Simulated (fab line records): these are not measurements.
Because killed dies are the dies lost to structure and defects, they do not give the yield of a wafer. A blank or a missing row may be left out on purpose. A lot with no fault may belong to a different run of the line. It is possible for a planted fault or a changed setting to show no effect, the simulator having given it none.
Matching of chambers :: flow n5Finfet :: rieDiel-05 running N5_MOL_CONTACT_COAG_ETCH_106: 4 sister chambers
The step etches SOC in N2/H2, target depth 80 nm, overetch 16 nm, time 120 s. 4 wafers are shown with their chamber, then 7 later ones without.

## EACH WAFER AND ITS CHAMBER
wafer: L077.5
chamber: 0
showerheadPlenumPTorr (Torr): 2.70

wafer: L082.6
chamber: 2
showerheadPlenumPTorr (Torr): 2.58

wafer: L090.3
chamber: 1
showerheadPlenumPTorr (Torr): 2.64

wafer: L090.4
chamber: 3
showerheadPlenumPTorr (Torr): 2.46

## WAFERS WITHOUT THEIR CHAMBER
wafer: L090.6
showerheadPlenumPTorr (Torr): 2.69

wafer: L097.2
showerheadPlenumPTorr (Torr): 2.64

wafer: L097.3
showerheadPlenumPTorr (Torr): 2.57

wafer: L097.6
showerheadPlenumPTorr (Torr): 2.64

wafer: L096.3
showerheadPlenumPTorr (Torr): 2.64

wafer: L096.4
showerheadPlenumPTorr (Torr): 2.69

wafer: L096.6
showerheadPlenumPTorr (Torr): 2.46

## EACH ONE'S CHAMBER
wafer: L090.6
from the rows above: 0
in truth: 0

wafer: L097.2
from the rows above: 1
in truth: 1

wafer: L097.3
from the rows above: 2
in truth: 2

wafer: L097.6
from the rows above: 1
in truth: 1

wafer: L096.3
from the rows above: 1
in truth: 1

wafer: L096.4
from the rows above: 0
in truth: 0

wafer: L096.6
from the rows above: 3
in truth: 3
Correct placement for 7 of the 7. Not placeable from these rows: 0. Wrongly placed: 0.
How it was worked out, from the rows above alone: a wafer's distance from a chamber is the root of the sum, over the readings, of the square of ((its reading less the chamber's mean) divided by the reading's scatter). The wafer belongs to the nearest chamber; if the next one is less than 2 further off, it can't be placed. Each chamber's mean is taken over the wafers shown for it. The scatter (one wafer shown for each chamber): square how far every hidden wafer sits from the nearest shown wafer, average those squares and take the square root.
